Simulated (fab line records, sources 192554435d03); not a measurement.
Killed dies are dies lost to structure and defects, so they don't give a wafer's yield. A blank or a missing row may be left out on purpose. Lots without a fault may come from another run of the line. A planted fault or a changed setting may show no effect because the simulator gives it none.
A struck lot beside a sound one | flow n5_finfet | 39 steps out of a route of 1938
Sound: wafers L156.1, L156.4, L156.6. Struck: wafer L153.3. (L153.1, L153.5 of the same lot were not struck and are left out.) The cause comes at the end.
At each step with rows: each side's tool, then ch and its chambers, then its first start. Under that, the readings that differ: sound wafers | struck wafers | difference of the means | sigmas: that difference in standard deviations of wafers without a fault.
alike: readings whose means differ by less than 2 such deviations, and words and numbers that are the same on both sides. not compared: withheld readings, readings that some wafer has no value for, bounds like >300 that may hide the same value, and numbers for which the record gives no deviation and whose values overlap.
The two part at a step that has a row with sigmas, a row that says differs or no value, or rows on one side only. Numbers that don't overlap but have no deviation are shown without sigmas and don't part them. A reading that every wafer of one side lacks parts them only if that side has two wafers or more.

first, 10 steps without rows for these wafers: N5_BEOL_M4_STRIP_36 (strips in N2/H2); N5_BEOL_M4_TRENCH_ETCH_37 (etches SiOC in C4F6/O2, target depth 55.555 nm, time 29.2 s); N5_BEOL_M4_ETCH_41 (etches SiCN in CH3F/O2, target depth 29.9 nm, time 52.5 s); N5_BEOL_M4_STRIP_97 (strips in N2/H2, time 10 s); N5_BEOL_M4_HM_STRIP_39 (strips TiN in peroxide tin strip, target depth 25 nm, time 158 s); N5_BEOL_M4_SRD_40 (time 30 s); N5_BEOL_M4_PRECLEAN_42 (cleans in residue remover, time 60 s); N5_BEOL_M4_SRD_43 (time 30 s); N5_BEOL_M4_DEGAS_44 (time 60 s); N5_BEOL_M4_PRE_CLEAN_45 (time 30 s).
N5_BEOL_M4_ALD_84: deposits TaN, pulse time 2 s, purge time 3 s, co reactant purge time 2 s.
  sound on ald_metal-02 ch 0,2,3, day 12 17:07; struck on ald_metal-03 ch 0, day 13 02:17
  alike: heater_power_w
then, 26 steps without rows for these wafers: N5_BEOL_M4_SURFACE_TREAT_85; N5_BEOL_M4_CVD_47 (deposits Co from CCTBA/H2, target thk 3 nm, time 223.8 s); N5_BEOL_M4_SPUTTER_48 (material Cu, target thk 4.5 nm, time 8.29 s); N5_BEOL_M4_ANNEAL_49 (time 240 s); N5_BEOL_M4_SPUTTER_79 (material Cu, target thk 4.5 nm, time 8.29 s); N5_BEOL_M4_ANNEAL_80 (time 240 s); N5_BEOL_M4_SPUTTER_81 (material Cu, target thk 4.5 nm, time 8.29 s); N5_BEOL_M4_ANNEAL_82 (time 240 s); N5_BEOL_M4_SPUTTER_86 (material Cu, target thk 4.5 nm, time 8.29 s); N5_BEOL_M4_ANNEAL_87 (time 240 s); N5_BEOL_M4_SPUTTER_88 (material Cu, target thk 4.5 nm, time 8.29 s); N5_BEOL_M4_ANNEAL_89 (time 240 s); N5_BEOL_M4_SPUTTER_90 (material Cu, target thk 4.5 nm, time 8.29 s); N5_BEOL_M4_ANNEAL_91 (time 240 s); N5_BEOL_M4_SPUTTER_92 (material Cu, target thk 4.5 nm, time 8.29 s); N5_BEOL_M4_ANNEAL_93 (time 240 s); N5_BEOL_M4_SPUTTER_94 (material Cu, target thk 4.5 nm, time 8.29 s); N5_BEOL_M4_ANNEAL_95 (time 240 s); N5_BEOL_M4_SPUTTER_96 (material Cu, target thk 4.5 nm, time 8.29 s); N5_BEOL_M4_ECD_50 (material Cu, target thk 300 nm); N5_BEOL_M4_ANNEAL_51 (time 90 s); N5_BEOL_M4_CMP_52 (polishes, stops on SiOC, t overpolish 6.8 s, target thk 40 nm); N5_BEOL_M4_PRE_CLEAN_60 (time 15 s); N5_BEOL_M4_CO_CAP_55 (material Co, precursor CCTBA/H2, target thk 2 nm, time 102.1 s); N5_BEOL_M4_PRE_CLEAN_56 (time 15 s); N5_BEOL_M4_DEP_57 (deposits SiCN from 3MS/NH3, target thk 8 nm, time 14 s).
N5_BEOL_M4_RC_MEAS_101:
  sound on prober-01 ch 0, day 12 21:05; struck on prober-01 ch 0, day 13 07:28
  reading                | sound                    | struck   | difference | sigmas
  COMB_M4_max_site (S/m) | 9.2e-11 8.6e-11 1.11e-10 | 1.75e-10 | +7.87e-11  | +5
  SS_N (mV/dec)          | 71.6 71.9 72.4           | 70.2     | -1.8       | -3
  alike: DIBL_N, DIBL_P, IOFF_N, IOFF_P, ION_N, ION_P, SS_P, VT_N, VT_P
-- the record jumps here: 4 days lie between the struck wafers' starts before and after (it left off in module BEOL_M4 and takes up again in module PASSIVATION, whose first step shown is number 1936 of the route) --
N5_PASSIVATION_PROBE_49:
  sound on prober-02, day 16 15:54; struck on prober-01, day 17 18:30
  reading                  | sound          | struck | difference | sigmas
  defect_limited_yield (%) | 92.1 91.7 91.4 | 85.3   | -6.4       | -4
  killed_at_front_end      | 17 43 26       | 73     | +44        | +3
  killed_dies              | 93 98 101      | 173    | +76        | +4
  killed_open              | 68 65 63       | 104    | +39        | +3
  killed_short             | 21 30 35       | 58     | +29        | +4
  sort_bin_4_leakage (%)   | 0 0 0          | 0.76   | +0.76      |
  sort_bin_5_function (%)  | 5.3 5.1 5.4    | 7.8    | +2.5       | +3
  sort_bin_6_memory (%)    | 2.4 3.1 2.6    | 5.6    | +2.9       | +4
  sort_n_pass              | 1087 1082 1079 | 1007   | -76        | -4
  sort_yield_pct (%)       | 92.1 91.7 91.4 | 85.3   | -6.4       | -4
  alike: killed_at_M0_to_M3, killed_at_M4_up, killed_at_contacts, killed_at_other

WHERE THEY PART
First at N5_BEOL_M4_RC_MEAS_101; last, within this record, at N5_PASSIVATION_PROBE_49.

WHY: what the simulator had put in
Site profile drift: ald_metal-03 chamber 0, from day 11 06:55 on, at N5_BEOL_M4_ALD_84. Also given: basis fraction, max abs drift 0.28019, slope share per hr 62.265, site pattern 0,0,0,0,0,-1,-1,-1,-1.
